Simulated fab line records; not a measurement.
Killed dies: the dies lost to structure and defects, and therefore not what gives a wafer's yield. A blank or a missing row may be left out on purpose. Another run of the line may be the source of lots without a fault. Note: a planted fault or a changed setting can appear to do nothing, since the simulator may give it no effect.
fab line records	flow nand-harc
[record] lots = 24	wafers = 72	last-day = 24
route steps=1159 shown P_GATE@144 P_CONTACT@242 P_M0@277
lots untouched by any fault: they come from a run of this same line in which no faults occurred
start-h: hours from the record's opening day to when the first of the lot's shown wafers began	wait-h: hours from the lot's prior step to this one	" as in the row above	L1.1+2: a row that stands for several wafers	- value missing, or start not given	* or withheld: withheld	< > ~ a bound
route shown NAME@n: a module of which the file shows steps, and the number in the route of the first	usual: the fault-free wafers' mean and standard deviation	same: alike in all rows	chamber/n: place in a boat	sites: the reading at each site	_std_site: how widely they spread, as a standard deviation	_edge_site: inner sites' mean taken away from outer sites' mean	radius-mm: how far each site lies from the wafer's centre	mask NAME#n: copy n	behind: the tool/chamber that last shaped the wafer	hold: reason for holding the lot/hours on hold/outcome of the hold	device: whichever transistor did not switch (one of n, p or np)	end of line: the tests these same wafers got at the end of their route	for a step that has no rows: nothing shown but its recipe	killed: at the first sort, the dies lost to defects and structure; wafer yield is something else	map: the dies of a wafer, with x for killed, . for not killed, _ for no die there
set.NAME: the run value of the setting; set.NAME@STEP: its run value at that earlier step	model.NAME: the simulator's own value behind a step, which no gauge read
one table for each step of the route and one row for each wafer, over a sample of lots
services: a tool's chamber out of use, with start hour (start-h, from the record's first day; less than 0 if before it), hours out, and reason
[[steps]]
[step NHARC_P_GATE_DESCUM_31]
[recipe] time-s = 3	o2-flow-sccm = 200	ar-flow-sccm = 0	bias-power-w = 0	chemistry = O2
[usual] drypump-motor-current-A = 5.7/0.43	oes-product-au = 1.001/0.012	rf-vpp-V = 57.7/1.1	showerhead-plenum-p-Torr = 1.90/0.096	throttle-valve-pct = 11.310/0.0087
lot.wafer	tool	chamber	start-h	wait-h	drypump-motor-current-A	oes-product-au	rf-hours-counter-h	rf-vpp-V	showerhead-plenum-p-Torr	throttle-valve-pct
L074.1	rie-diel-09	0	92.41	0.1	6.3	0.988	2	58.5	1.98	11.308
L074.2	"	1	"	"	5.0	1.016	2	58.0	1.81	11.311
L074.6	"	0	"	"	6.4	0.998	-	56.8	1.98	11.314
L075.3	rie-diel-03	2	100.82	0.1	5.1	1.022	17	59.3	2.07	11.305
L075.1	"	3	"	"	5.3	0.995	19	57.2	1.81	11.307
L075.5	"	1	"	"	4.7	0.999	-	58.8	2.02	11.318
L077.4	rie-diel-01	0	104.00	0.1	5.7	0.995	21	58.5	1.78	11.326
L077.2	"	3	"	"	6.2	1.018	25	58.6	1.90	11.319
L077.5	"	1	"	"	6.1	0.987	-	56.7	1.83	11.312
L076.2	rie-diel-09	3	104.24	0.1	5.6	1.011	8	56.6	2.03	11.299
L076.3	"	1	"	"	5.0	1.002	7	56.5	1.81	11.329
L076.5	"	2	"	"	5.6	0.980	-	58.6	1.99	11.320
L078.2	rie-diel-01	2	116.82	0.1	5.6	0.990	29	57.4	1.88	11.315
L078.5	"	2	"	"	5.6	0.994	-	59.7	1.88	11.312
L078.6	"	3	"	"	6.2	1.003	-	57.8	1.90	11.305
L079.3	rie-diel-09	2	116.98	0.1	5.6	0.980	10	57.3	1.99	11.325
L079.4	"	3	"	"	5.6	1.013	11	58.9	2.03	11.311
L079.5	"	1	"	"	5.0	1.012	-	57.5	1.81	11.296
L081.4	rie-diel-01	1	131.75	0.1	6.0	0.983	29	56.9	1.83	11.312
L081.2	"	2	"	"	5.6	1.003	30	57.2	1.88	11.303
L081.6	"	3	"	"	6.2	1.011	-	57.8	1.90	11.315
L080.1	rie-diel-01	3	132.11	0.1	6.2	1.010	29	58.8	1.90	11.310
L080.4	"	2	"	"	5.6	0.996	30	59.4	1.88	11.318
L080.5	"	0	"	"	5.7	1.014	-	55.9	1.78	11.310
L082.1	rie-diel-09	0	141.08	0.1	6.4	0.978	16	58.3	1.98	11.304
L082.4	"	2	"	"	5.6	0.987	14	59.3	1.99	11.302
L082.6	"	3	"	"	5.6	1.004	-	58.6	2.03	11.309
L083.3	rie-diel-03	0	141.12	0.1	5.8	0.990	35	59.0	1.96	11.310
L083.6	"	0	"	"	5.8	0.990	-	58.7	1.97	11.316
L083.5	"	1	"	"	4.7	1.004	-	57.3	2.02	11.297
L084.2	rie-diel-09	3	144.80	0.2	5.6	1.012	19	58.3	2.03	11.306
L084.4	"	0	"	"	6.4	0.986	18	57.4	1.98	11.316
L084.5	"	2	"	"	5.6	0.996	-	58.7	1.99	11.302
L085.3	rie-diel-09	0	154.19	0.1	6.4	0.980	21	57.8	1.98	11.317
L085.4	"	3	"	"	5.6	1.006	22	58.6	2.03	11.309
L085.6	"	0	"	"	6.4	0.990	-	57.5	1.98	11.323
L086.2	rie-diel-01	1	169.78	0.1	6.0	1.002	8	57.3	1.82	11.290
L086.4	"	0	"	"	5.7	0.999	-	56.9	1.77	11.301
L086.5	"	3	"	"	6.2	1.000	-	57.8	1.90	11.321
L087.1	rie-diel-01	1	170.40	0.1	6.1	1.008	8	58.1	1.82	11.303
L087.3	"	3	"	"	6.2	1.006	8	58.9	1.90	11.324
L087.2	"	0	"	"	5.7	1.011	8	59.1	1.77	11.295
L089.3	rie-diel-03	0	181.76	0.1	5.8	1.001	50	58.6	1.96	11.308
L089.4	"	1	"	"	4.7	1.005	45	56.3	2.01	11.311
L089.6	"	3	"	"	5.3	0.991	-	58.1	1.80	11.309
L088.2	rie-diel-09	2	182.39	0.1	5.6	0.977	31	58.0	1.99	11.310
L088.4	"	0	"	"	6.4	0.980	33	58.1	1.97	11.300
L088.5	"	3	"	"	5.6	1.005	-	58.9	2.03	11.320
L091.1	rie-diel-03	2	191.82	0.1	5.2	1.010	54	56.4	2.06	11.305
L091.2	"	3	"	"	5.3	1.004	55	59.2	1.80	11.313
L091.5	"	2	"	"	5.2	1.027	-	57.2	2.06	11.325
L090.4	rie-diel-03	1	192.35	0.1	4.7	0.993	49	57.0	2.01	11.313
L090.2	"	2	"	"	5.1	1.006	54	59.8	2.06	11.300
L090.6	"	3	"	"	5.3	0.991	-	58.3	1.80	11.290
L092.3	rie-diel-01	1	197.62	0.1	6.0	1.004	13	57.4	1.82	11.303
L092.4	"	3	"	"	6.2	1.014	12	58.6	1.90	11.296
L092.1	"	0	"	"	5.7	0.993	12	58.0	1.77	11.311
L093.2	rie-diel-03	3	204.25	0.1	5.3	0.996	60	55.3	1.80	11.315
L093.4	"	2	"	"	5.2	1.010	59	58.3	2.06	11.306
L093.5	"	3	"	"	5.3	0.989	-	58.2	1.80	11.314
L095.2	rie-diel-01	1	215.72	0.1	6.0	1.008	16	57.4	1.82	11.308
L095.6	"	3	"	"	6.2	1.006	-	58.9	1.90	11.308
L095.5	"	0	"	"	5.7	0.999	-	56.8	1.77	11.321
L096.3	rie-diel-01	0	216.35	0.1	5.7	0.997	15	57.3	1.77	11.317
L096.1	"	3	"	"	6.2	1.008	15	57.8	1.90	11.310
L096.5	"	1	"	"	6.1	0.992	-	57.3	1.82	11.299
L094.4	rie-diel-01	2	216.98	0.1	5.6	0.983	8	57.3	1.88	11.295
L094.3	"	0	"	"	5.7	1.011	15	58.4	1.77	11.309
L094.5	"	3	"	"	6.2	1.006	-	56.9	1.89	11.312
L097.1	rie-diel-01	2	228.22	0.1	5.6	0.987	9	56.4	1.88	11.312
L097.2	"	3	"	"	6.2	1.004	16	56.6	1.89	11.301
L097.5	"	0	"	"	5.7	1.001	-	54.3	1.77	11.317
[step NHARC_P_GATE_ETCHBACK_37]
[recipe] target-depth-a = 345	time-s = 17.2	chf3-flow-sccm = 50	o2-flow-sccm = 10	ar-flow-sccm = 200	rf-w = 500	bias-w = 200	chemistry = CHF3/O2
[usual] drypump-motor-current-A = 5.6/0.46	oes-product-au = 0.96/0.037	rf-vpp-V = 370.4/2.4	showerhead-plenum-p-Torr = 2.39/0.11	throttle-valve-pct = 20.573/0.0092
lot.wafer	tool	chamber	start-h	wait-h	drypump-motor-current-A	oes-product-au	rf-hours-counter-h	rf-vpp-V	showerhead-plenum-p-Torr	throttle-valve-pct
L074.2	rie-diel-03	2	-	-	5.2	1.00	18	374.4	2.59	20.561
L074.1	"	1	"	"	4.7	0.99	15	372.8	2.54	20.587
L074.6	"	3	"	"	5.3	0.97	-	367.4	2.28	20.560
L075.3	rie-diel-09	1	-	-	5.0	0.93	9	369.0	2.28	20.572
L075.1	"	3	"	"	5.6	0.95	10	372.7	2.55	20.573
L075.5	"	1	"	"	5.0	0.93	-	367.3	2.28	20.572
L077.2	rie-diel-01	3	-	-	6.2	0.95	28	369.2	2.39	20.568
L077.4	"	0	"	"	5.7	0.95	23	367.5	2.24	20.580
L077.5	"	3	"	"	6.2	0.96	-	370.1	2.39	20.571
L076.3	rie-diel-01	0	-	-	5.7	0.94	23	367.2	2.24	20.554
L076.2	"	2	"	"	5.6	0.92	29	370.2	2.36	20.572
L076.5	"	0	"	"	5.7	0.93	-	367.0	2.24	20.572
L078.2	rie-diel-01	1	-	-	6.1	0.94	29	367.0	2.30	20.575
L078.5	"	3	"	"	6.2	0.94	-	371.5	2.39	20.567
L078.6	"	0	"	"	5.7	0.94	-	367.7	2.24	20.562
L079.3	rie-diel-09	0	-	-	6.4	0.92	13	372.8	2.48	20.580
L079.4	"	2	"	"	5.6	0.91	11	373.0	2.50	20.584
L079.5	"	0	"	"	6.4	0.91	-	372.8	2.48	20.582
L081.2	rie-diel-03	2	-	-	5.2	1.01	34	374.5	2.58	20.564
L081.4	"	0	"	"	5.7	0.98	36	373.0	2.46	20.566
L081.6	"	1	"	"	4.7	1.00	-	371.6	2.53	20.567
L080.1	rie-diel-03	1	-	-	4.7	1.00	31	373.2	2.53	20.574
L080.4	"	0	"	"	5.7	0.99	36	372.8	2.46	20.584
L080.5	"	2	"	"	5.2	1.02	-	375.4	2.58	20.574
L083.3	rie-diel-09	1	-	-	5.0	1.02	20	367.6	2.27	20.579
L083.6	"	1	"	"	5.0	1.02	-	368.7	2.27	20.584
L083.5	"	2	"	"	5.6	0.99	-	373.5	2.49	20.581
L082.1	rie-diel-09	2	-	-	5.6	0.90	21	372.8	2.49	20.571
L082.4	"	3	"	"	5.6	0.94	22	372.3	2.54	20.573
L082.6	"	0	"	"	6.4	0.91	-	372.8	2.48	20.579
L084.2	rie-diel-01	1	-	-	6.0	0.99	2	368.7	2.30	20.571
L084.4	"	3	"	"	6.2	1.01	-	369.4	2.39	20.568
L084.5	"	0	"	"	5.7	1.01	-	366.7	2.23	20.563
L085.3	rie-diel-09	0	-	-	6.4	0.93	27	371.9	2.48	20.559
L085.4	"	1	"	"	5.0	0.94	25	366.9	2.27	20.575
L085.6	"	0	"	"	6.4	0.91	-	372.8	2.48	20.590
L086.4	rie-diel-03	3	-	-	5.3	1.00	53	367.0	2.27	20.585
L086.2	"	0	"	"	5.8	1.00	50	372.1	2.46	20.573
L086.5	"	3	"	"	5.3	1.00	-	368.5	2.27	20.577
L087.2	rie-diel-01	0	-	-	5.7	0.93	10	366.6	2.23	20.576
L087.3	"	1	"	"	6.1	0.93	11	369.0	2.29	20.586
L087.1	"	3	"	"	6.2	0.93	10	371.0	2.38	20.579
L088.4	rie-diel-03	3	-	-	5.3	1.00	55	367.6	2.27	20.573
L088.2	"	0	"	"	5.7	0.99	54	372.2	2.46	20.555
L088.5	"	0	"	"	5.7	0.99	-	370.5	2.46	20.570
L089.3	rie-diel-01	3	-	-	6.2	0.93	12	371.6	2.38	20.586
L089.4	"	1	"	"	6.1	0.93	13	370.3	2.29	20.562
L089.6	"	2	"	"	5.6	1.00	-	370.6	2.36	20.584
L091.2	rie-diel-01	3	-	-	6.2	0.92	13	370.1	2.38	20.581
L091.1	"	2	"	"	5.6	0.92	5	369.8	2.36	20.560
L091.5	"	3	"	"	6.2	0.92	-	370.5	2.38	20.574
L090.2	rie-diel-03	1	-	-	4.8	0.92	53	373.2	2.52	20.579
L090.4	"	2	"	"	5.2	0.93	59	373.0	2.57	20.588
L090.6	"	0	"	"	5.7	0.93	-	373.0	2.45	20.563
L092.1	rie-diel-09	2	-	-	5.6	0.89	38	372.8	2.49	20.567
L092.4	"	3	"	"	5.6	0.93	41	372.3	2.53	20.584
L092.3	"	0	"	"	6.4	0.91	41	372.5	2.47	20.573
L093.4	rie-diel-01	2	-	-	5.6	0.92	8	370.4	2.36	20.582
L093.2	"	1	"	"	6.0	0.92	16	366.9	2.29	20.573
L093.5	"	3	"	"	6.2	0.94	-	370.8	2.38	20.579
L095.2	rie-diel-09	1	-	-	5.0	1.00	44	367.9	2.26	20.581
L095.6	"	0	"	"	6.4	1.00	-	370.9	2.47	20.588
L095.5	"	1	"	"	5.0	1.01	-	367.5	2.26	20.582
L096.3	rie-diel-01	2	-	-	5.6	0.92	9	370.8	2.36	20.584
L096.1	"	3	"	"	6.2	0.93	16	370.6	2.38	20.575
L096.5	"	3	"	"	6.2	0.93	-	369.8	2.38	20.580
L094.3	rie-diel-03	0	-	-	5.8	0.99	1	372.6	2.45	20.564
L094.4	"	3	"	"	5.3	0.99	1	369.3	2.26	20.572
L094.5	"	1	"	"	4.7	1.01	-	373.0	2.52	20.581
L097.1	rie-diel-01	2	-	-	5.6	0.92	11	369.2	2.36	20.573
L097.2	"	0	"	"	5.7	0.93	19	368.8	2.23	20.567
L097.5	"	2	"	"	5.6	0.93	-	370.2	2.36	20.568
[step NHARC_P_GATE_CD_MEAS_46]
[recipe] target-cd-nm = 720	landing-energy-ev = 500
[usual] cd-nm = 719.5/2.2
lot.wafer	tool	chamber	start-h	wait-h	cd-nm
L074.1	cd-sem-01	0	105.96	-	721.8
L074.2	"	0	"	"	722.2
L074.6	"	0	"	"	724.6
L075.1	cd-sem-03	0	112.61	-	716.9
L075.3	"	0	"	"	719.6
L075.5	"	0	"	"	714.6
L077.2	cd-sem-01	0	115.69	-	718.9
L077.4	"	0	"	"	716.5
L077.5	"	0	"	"	717.1
L076.2	cd-sem-01	0	119.00	-	718.4
L076.3	"	0	"	"	719.1
L076.5	"	0	"	"	720.3
L078.2	cd-sem-02	0	128.72	-	718.3
L078.5	"	0	"	"	719.8
L078.6	"	0	"	"	719.9
L079.3	cd-sem-01	0	128.90	-	718.9
L079.4	"	0	"	"	720.3
L079.5	"	0	"	"	718.7
L081.2	cd-sem-02	0	145.10	-	720.0
L081.4	"	0	"	"	721.4
L081.6	"	0	"	"	719.7
L080.1	cd-sem-02	0	145.26	-	719.0
L080.4	"	0	"	"	719.1
L080.5	"	0	"	"	719.9
L083.3	cd-sem-01	0	153.34	-	719.7
L083.5	"	0	"	"	722.3
L083.6	"	0	"	"	721.0
L082.1	cd-sem-03	0	154.82	-	719.0
L082.4	"	0	"	"	720.0
L082.6	"	0	"	"	720.1
L084.2	cd-sem-02	0	157.98	-	716.8
L084.4	"	0	"	"	717.2
L084.5	"	0	"	"	716.8
L085.3	cd-sem-03	0	166.07	-	718.8
L085.4	"	0	"	"	715.3
L085.6	"	0	"	"	716.9
L086.2	cd-sem-03	0	181.62	-	718.8
L086.4	"	0	"	"	719.3
L086.5	"	0	"	"	718.6
L087.1	cd-sem-03	0	183.00	-	718.6
L087.2	"	0	"	"	717.7
L087.3	"	0	"	"	720.3
L088.2	cd-sem-02	0	194.32	-	722.5
L088.4	"	0	"	"	723.8
L088.5	"	0	"	"	721.9
L089.3	cd-sem-03	0	194.82	-	718.6
L089.4	"	0	"	"	720.4
L089.6	"	0	"	"	717.1
L091.1	cd-sem-03	0	203.61	-	719.2
L091.2	"	0	"	"	718.9
L091.5	"	0	"	"	716.6
L090.2	cd-sem-03	0	204.10	-	720.5
L090.4	"	0	"	"	720.3
L090.6	"	0	"	"	718.0
L092.1	cd-sem-02	0	210.47	-	721.6
L092.3	"	0	"	"	721.3
L092.4	"	0	"	"	721.9
L093.2	cd-sem-02	0	218.20	-	719.5
L093.4	"	0	"	"	720.5
L093.5	"	0	"	"	723.6
L095.2	cd-sem-01	0	227.65	-	718.7
L095.5	"	0	"	"	718.7
L095.6	"	0	"	"	719.2
L096.1	cd-sem-01	0	228.32	-	723.4
L096.3	"	0	"	"	722.1
L096.5	"	0	"	"	724.3
L094.3	cd-sem-02	0	230.90	-	718.0
L094.4	"	0	"	"	720.5
L094.5	"	0	"	"	718.1
L097.1	cd-sem-01	0	240.17	-	720.9
L097.2	"	0	"	"	719.4
L097.5	"	0	"	"	720.9
[step NHARC_P_GATE_INSPECT_68]
[usual] raw-defect-count = 187/72
lot.wafer	tool	chamber	start-h	wait-h	raw-defect-count
L074.1	defect-inspect-01	-	112.69	0.2	150
L074.2	"	-	"	"	116
L074.6	"	-	"	"	200
L075.1	defect-inspect-02	-	119.39	0.2	224
L075.3	"	-	"	"	212
L075.5	"	-	"	"	157
L077.2	defect-inspect-01	-	122.37	0.1	133
L077.4	"	-	"	"	165
L077.5	"	-	"	"	181
L076.2	defect-inspect-01	-	125.55	0.1	178
L076.3	"	-	"	"	135
L076.5	"	-	"	"	161
L078.2	defect-inspect-02	-	135.13	0.1	108
L078.5	"	-	"	"	146
L078.6	"	-	"	"	136
L079.3	defect-inspect-01	-	135.37	0.1	275
L079.4	"	-	"	"	203
L079.5	"	-	"	"	251
L081.2	defect-inspect-01	-	152.42	0.1	136
L081.4	"	-	"	"	162
L081.6	"	-	"	"	259
L080.1	defect-inspect-01	-	153.05	0.2	291
L080.4	"	-	"	"	128
L080.5	"	-	"	"	122
L083.3	defect-inspect-02	-	160.00	0.1	134
L083.5	"	-	"	"	82
L083.6	"	-	"	"	123
L082.1	defect-inspect-01	-	161.42	0.2	250
L082.4	"	-	"	"	159
L082.6	"	-	"	"	119
L084.2	defect-inspect-02	-	164.70	0.1	308
L084.4	"	-	"	"	157
L084.5	"	-	"	"	317
L085.3	defect-inspect-01	-	172.71	0.1	283
L085.4	"	-	"	"	138
L085.6	"	-	"	"	254
L086.2	defect-inspect-02	-	188.20	0.1	120
L086.4	"	-	"	"	153
L086.5	"	-	"	"	155
L087.1	defect-inspect-01	-	189.71	0.2	213
L087.2	"	-	"	"	165
L087.3	"	-	"	"	196
L088.2	defect-inspect-01	-	200.94	0.1	241
L088.4	"	-	"	"	200
L088.5	"	-	"	"	211
L089.3	defect-inspect-02	-	201.61	0.1	156
L089.4	"	-	"	"	209
L089.6	"	-	"	"	128
L091.1	defect-inspect-02	-	210.09	0.2	110
L091.2	"	-	"	"	162
L091.5	"	-	"	"	182
L090.2	defect-inspect-02	-	210.83	0.1	142
L090.4	"	-	"	"	170
L090.6	"	-	"	"	145
L092.1	defect-inspect-02	-	217.10	0.2	217
L092.3	"	-	"	"	213
L092.4	"	-	"	"	149
L093.2	defect-inspect-02	-	225.37	0.1	111
L093.4	"	-	"	"	119
L093.5	"	-	"	"	185
L095.2	defect-inspect-02	-	234.58	0.1	123
L095.5	"	-	"	"	144
L095.6	"	-	"	"	109
L096.1	defect-inspect-01	-	235.38	0.2	200
L096.3	"	-	"	"	266
L096.5	"	-	"	"	261
L094.3	defect-inspect-02	-	237.53	0.1	214
L094.4	"	-	"	"	135
L094.5	"	-	"	"	255
L097.1	defect-inspect-01	-	246.74	0.2	115
L097.2	"	-	"	"	124
L097.5	"	-	"	"	163
[step NHARC_P_CONTACT_STRIP_28]
[recipe] o2-flow-sccm = 500	ar-flow-sccm = 0	bias-w = 0	chemistry = O2
[usual] drypump-motor-current-A = 5.7/0.32	oes-product-au = 1.003/0.0097	rf-vpp-V = 57.6/0.94	showerhead-plenum-p-Torr = 3.49/0.12	throttle-valve-pct = 17.037/0.0093
lot.wafer	tool	chamber	start-h	wait-h	drypump-motor-current-A	oes-product-au	rf-hours-counter-h	rf-vpp-V	showerhead-plenum-p-Torr	throttle-valve-pct
L074.2	rie-diel-08	2	115.48	0.1	5.2	0.990	17	58.2	3.65	17.026
L074.1	"	1	"	"	5.8	1.004	16	58.3	3.76	17.025
L074.6	"	2	"	"	5.2	0.989	-	59.5	3.65	17.026
L075.1	rie-diel-11	2	122.10	0.1	5.6	1.009	9	58.0	3.52	17.019
L075.3	"	3	"	"	5.7	1.015	10	56.9	3.37	17.038
L075.5	"	2	"	"	5.6	1.009	-	57.9	3.52	17.046
L077.2	rie-diel-11	2	125.12	0.1	5.6	1.011	9	57.9	3.52	17.031
L077.4	"	3	"	"	5.7	1.017	10	56.9	3.37	17.037
L077.5	"	2	"	"	5.6	1.007	-	58.9	3.52	17.033
L076.3	rie-diel-11	3	128.29	0.1	5.6	1.003	10	57.2	3.37	17.053
L076.2	"	2	"	"	5.6	1.001	9	57.1	3.52	17.032
L076.5	"	0	"	"	5.5	1.007	-	58.6	3.35	17.042
L078.2	rie-diel-11	1	138.04	0.1	6.1	1.020	11	56.2	3.47	17.046
L078.6	"	3	"	"	5.6	1.010	-	56.3	3.37	17.048
L078.5	"	0	"	"	5.5	1.003	-	57.1	3.35	17.036
L079.3	rie-diel-11	2	138.34	0.1	5.6	1.018	11	57.6	3.52	17.038
L079.5	"	1	"	"	6.2	1.025	-	58.7	3.47	17.042
L079.4	"	3	"	"	5.7	1.015	-	57.5	3.37	17.021
L081.4	rie-diel-11	0	155.08	0.1	5.5	1.006	12	58.2	3.35	17.028
L081.2	"	3	"	"	5.7	1.010	14	58.4	3.37	17.038
L081.6	"	1	"	"	6.2	1.011	-	56.2	3.47	17.026
L080.4	rie-diel-08	3	155.67	0.1	6.2	0.997	2	56.3	3.47	17.026
L080.1	"	0	"	"	5.7	0.994	3	58.6	3.48	17.039
L080.5	"	0	"	"	5.7	0.998	-	58.3	3.48	17.031
L083.3	rie-diel-08	1	162.78	0.1	5.8	1.012	2	58.3	3.75	17.044
L083.5	"	3	"	"	6.2	1.007	-	57.0	3.47	17.039
L083.6	"	0	"	"	5.7	1.005	-	57.4	3.48	17.024
L082.4	rie-diel-11	2	164.07	0.1	5.6	1.010	15	57.9	3.52	17.036
L082.1	"	3	"	"	5.7	1.013	15	58.3	3.37	17.030
L082.6	"	1	"	"	6.1	1.014	-	57.4	3.46	17.033
L084.4	rie-diel-08	2	167.32	0.1	5.2	1.010	3	56.9	3.65	17.042
L084.2	"	1	"	"	5.8	0.998	3	61.8	3.75	17.044
L084.5	"	2	"	"	5.2	1.012	-	57.6	3.65	17.038
L085.4	rie-diel-11	2	175.46	0.1	5.6	1.007	16	56.7	3.52	17.032
L085.3	"	3	"	"	5.7	0.999	17	57.6	3.37	17.046
L085.6	"	2	"	"	5.6	1.011	-	57.2	3.52	17.047
L086.2	rie-diel-08	1	191.19	0.1	5.8	0.992	6	58.1	3.75	17.027
L086.4	"	2	"	"	5.1	0.995	6	58.3	3.65	17.036
L086.5	"	3	"	"	6.2	0.995	-	57.2	3.47	17.054
L087.2	rie-diel-04	3	192.84	0.1	6.3	0.993	29	57.0	3.29	17.029
L087.3	"	0	"	"	5.7	1.014	26	57.7	3.46	17.031
L087.1	"	1	"	"	5.2	1.001	26	56.0	3.38	17.026
L088.4	rie-diel-08	3	205.17	0.1	6.2	0.993	7	57.3	3.47	17.047
L088.2	"	2	"	"	5.1	1.004	7	57.1	3.65	17.045
L088.5	"	0	"	"	5.7	0.984	-	58.2	3.48	17.046
L089.4	rie-diel-11	0	205.34	0.1	5.5	1.008	1	58.7	3.34	17.035
L089.3	"	1	"	"	6.1	0.994	1	58.1	3.46	17.043
L089.6	"	0	"	"	5.5	0.998	-	57.4	3.34	17.029
L091.2	rie-diel-04	3	212.85	0.1	6.2	0.994	37	56.7	3.29	17.059
L091.1	"	0	"	"	5.7	1.013	32	57.3	3.46	17.051
L091.5	"	2	"	"	5.7	1.007	-	57.8	3.62	17.050
L090.4	rie-diel-08	3	213.57	0.1	6.3	0.998	8	59.4	3.47	17.036
L090.2	"	1	"	"	5.8	0.993	8	58.5	3.75	17.044
L090.6	"	0	"	"	5.7	0.979	-	58.0	3.48	17.037
L092.4	rie-diel-08	1	219.73	0.1	5.8	0.995	8	59.4	3.75	17.043
L092.1	"	2	"	"	5.1	0.995	8	59.0	3.65	17.036
L092.3	"	3	"	"	6.3	0.997	9	57.3	3.47	17.063
L093.4	rie-diel-11	2	228.36	0.1	5.6	1.008	3	56.4	3.51	17.043
L093.2	"	3	"	"	5.6	0.987	3	57.0	3.37	17.032
L093.5	"	2	"	"	5.6	1.009	-	58.1	3.51	17.022
L095.2	rie-diel-11	3	237.35	0.1	5.7	0.998	3	58.5	3.37	17.032
L095.6	"	2	"	"	5.6	1.008	-	56.9	3.51	17.033
L095.5	"	3	"	"	5.7	0.991	-	57.3	3.37	17.042
L096.3	rie-diel-08	3	238.02	0.1	6.2	0.990	11	57.4	3.47	17.043
L096.1	"	0	"	"	5.7	0.999	11	58.0	3.48	17.048
L096.5	"	1	"	"	5.8	1.011	-	58.0	3.75	17.054
L094.3	rie-diel-08	0	240.27	0.1	5.7	0.994	12	58.7	3.48	17.037
L094.4	"	2	"	"	5.2	0.995	11	57.8	3.65	17.032
L094.5	"	0	"	"	5.7	0.989	-	57.0	3.48	17.044
L097.1	rie-diel-04	1	249.37	0.1	5.1	1.025	43	58.1	3.37	17.026
L097.2	"	2	"	"	5.7	1.012	46	59.0	3.61	17.037
L097.5	"	1	"	"	5.2	1.011	-	57.9	3.37	17.050
[step NHARC_P_M0_ANNEAL_30]
[recipe] temp-c = 225	time-s = 90
[usual] wafer_temp_C_max = 225.87/0.23
lot.wafer	tool	chamber	start-h	wait-h	wafer_temp_C_max
L074.1	rtp-anneal-01	0	131.66	-	225.81
L074.2	"	0	"	"	226.45
L074.6	"	0	"	"	226.12
L075.1	rtp-anneal-02	0	135.84	0.3	225.68
L075.3	"	0	"	"	225.57
L075.5	"	0	"	"	226.03
L077.2	rtp-anneal-01	0	140.88	0.3	225.61
L077.4	"	0	"	"	225.68
L077.5	"	0	"	"	225.80
L076.2	rtp-anneal-02	0	141.39	0.3	225.79
L076.3	"	0	"	"	226.02
L076.5	"	0	"	"	225.65
L078.2	rtp-anneal-01	0	149.98	0.3	225.86
L078.5	"	0	"	"	225.98
L078.6	"	0	"	"	225.60
L079.3	rtp-anneal-02	0	150.56	-	225.61
L079.4	"	0	"	"	225.85
L079.5	"	0	"	"	225.84
L081.2	rtp-anneal-02	0	160.05	0.4	225.54
L081.4	"	0	"	"	225.70
L081.6	"	0	"	"	225.75
L080.1	rtp-anneal-02	0	160.66	-	225.96
L080.4	"	0	"	"	225.90
L080.5	"	0	"	"	225.95
L083.3	rtp-anneal-02	0	169.25	-	226.19
L083.5	"	0	"	"	226.01
L083.6	"	0	"	"	225.60
L082.1	rtp-anneal-02	0	169.77	-	226.19
L082.4	"	0	"	"	226.01
L082.6	"	0	"	"	225.68
L084.2	rtp-anneal-01	0	172.40	-	226.30
L084.4	"	0	"	"	226.22
L084.5	"	0	"	"	225.87
L085.3	rtp-anneal-01	0	181.00	0.3	225.49
L085.4	"	0	"	"	225.90
L085.6	"	0	"	"	226.08
L086.2	rtp-anneal-02	0	196.52	-	225.54
L086.4	"	0	"	"	225.63
L086.5	"	0	"	"	226.16
L087.1	rtp-anneal-02	0	202.09	0.3	225.74
L087.2	"	0	"	"	225.92
L087.3	"	0	"	"	226.35
L088.2	rtp-anneal-02	0	216.01	-	225.60
L088.4	"	0	"	"	225.95
L088.5	"	0	"	"	225.97
L089.3	rtp-anneal-01	0	216.47	0.4	226.01
L089.4	"	0	"	"	226.27
L089.6	"	0	"	"	225.96
L091.1	rtp-anneal-02	0	220.35	0.4	225.52
L091.2	"	0	"	"	225.56
L091.5	"	0	"	"	225.61
L090.2	rtp-anneal-01	0	220.88	-	226.05
L090.4	"	0	"	"	226.34
L090.6	"	0	"	"	225.74
L092.1	rtp-anneal-02	0	224.86	-	225.68
L092.3	"	0	"	"	225.85
L092.4	"	0	"	"	226.11
L093.2	rtp-anneal-02	0	234.07	0.5	226.21
L093.4	"	0	"	"	225.60
L093.5	"	0	"	"	225.89
L095.2	rtp-anneal-02	0	242.47	0.4	225.74
L095.5	"	0	"	"	225.85
L095.6	"	0	"	"	226.08
L096.1	rtp-anneal-02	0	242.86	-	225.68
L096.3	"	0	"	"	225.55
L096.5	"	0	"	"	225.77
L094.3	rtp-anneal-02	0	245.16	-	225.55
L094.4	"	0	"	"	226.07
L094.5	"	0	"	"	226.35
L097.1	rtp-anneal-02	0	254.15	-	225.79
L097.2	"	0	"	"	225.50
L097.5	"	0	"	"	225.81
[[services]]
tool	chamber	start-h	hours	kind
rie-diel-03	2	69.23	2.2	repair
rie-diel-09	-	77.10	9.0	pm
rie-diel-04	0	81.83	3.4	repair
rie-diel-01	0	81.93	3.9	repair
rie-diel-01	0	92.30	-	clean
rie-diel-11	0	100.31	6.5	repair
rie-diel-08	0	110.29	4.6	repair
rie-diel-04	-	112.06	9.0	pm
rie-diel-08	-	124.80	9.0	pm
rie-diel-01	-	137.84	9.0	pm
rie-diel-11	0	138.16	2.9	repair
rie-diel-04	2	141.44	6.3	repair
rie-diel-03	-	167.17	1.2	repair
rie-diel-11	-	189.63	9.0	pm
rie-diel-04	0	201.75	5.7	repair
rie-diel-03	2	209.91	12.3	repair
rie-diel-03	-	215.33	9.0	pm
rie-diel-08	0	215.45	2.0	repair
rie-diel-09	3	216.37	5.0	repair
rie-diel-04	1	221.44	12.1	repair
rie-diel-08	1	224.33	3.2	repair
rie-diel-03	-	241.52	0.1	repair
rie-diel-01	3	251.91	4.5	repair
rie-diel-09	-	254.10	9.0	pm
[[key]]
fault none
